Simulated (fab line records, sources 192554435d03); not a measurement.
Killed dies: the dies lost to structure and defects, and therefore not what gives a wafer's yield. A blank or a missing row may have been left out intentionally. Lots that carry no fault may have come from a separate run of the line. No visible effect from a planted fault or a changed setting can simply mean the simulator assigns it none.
Chamber matching | flow n5-finfet | rie-diel-01 running N5_BEOL_M0_TRENCH_ETCH_107: 4 sister chambers
The step etches SiOC in C4F6/O2, target depth 32.8 nm, time 16.4 s. 8 wafers are shown with their chamber, then 8 later ones without.

## EACH WAFER AND ITS CHAMBER
wafer  | chamber | showerhead-plenum-p-Torr (Torr) | drypump-motor-current-A (A)
L079.1 | 0       | 2.78                            | 5.1
L080.3 | 1       | 2.89                            | 5.6
L081.2 | 1       | 2.89                            | 5.5
L081.3 | 3       | 2.79                            | 5.2
L084.1 | 0       | 2.78                            | 5.1
L084.5 | 2       | 2.79                            | 5.7
L084.6 | 3       | 2.78                            | 5.2
L090.3 | 2       | 2.79                            | 5.8

## WAFERS WHOSE CHAMBER IS MISSING
wafer  | showerhead-plenum-p-Torr (Torr) | drypump-motor-current-A (A)
L090.4 | 2.77                            | 5.1
L090.6 | 2.78                            | 5.2
L092.1 | 2.77                            | 5.1
L092.2 | 2.79                            | 5.8
L092.6 | 2.79                            | 5.7
L095.2 | 2.77                            | 5.2
L095.3 | 2.76                            | 5.1
L095.5 | 2.76                            | 5.1

## THE CHAMBER EACH PASSED THROUGH
wafer  | from the rows above     | in truth
L090.4 | can't be placed: 0 or 3 | 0
L090.6 | can't be placed: 3 or 0 | 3
L092.1 | can't be placed: 0 or 3 | 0
L092.2 | 2                       | 2
L092.6 | 2                       | 2
L095.2 | can't be placed: 0 or 3 | 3
L095.3 | can't be placed: 0 or 3 | 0
L095.5 | can't be placed: 0 or 3 | 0
2 of 8 placed correctly. These rows do not allow placing 6 (true chamber among the candidates in 6). Number placed wrongly: 0.
How it was worked out, from the rows above alone: a wafer's distance from a chamber is the root of the sum, over the readings, of the square of ((its reading less the chamber's mean) divided by the reading's scatter). If the next closest chamber is less than 2 further off than the closest, the wafer can't be placed; otherwise it belongs to the closest. For every chamber, the mean is computed from those of its wafers that are shown. The scatter is the square root of a quotient: the sum, over the shown wafers, of each reading's squared deviation from its chamber's mean, divided by wafers minus chambers.
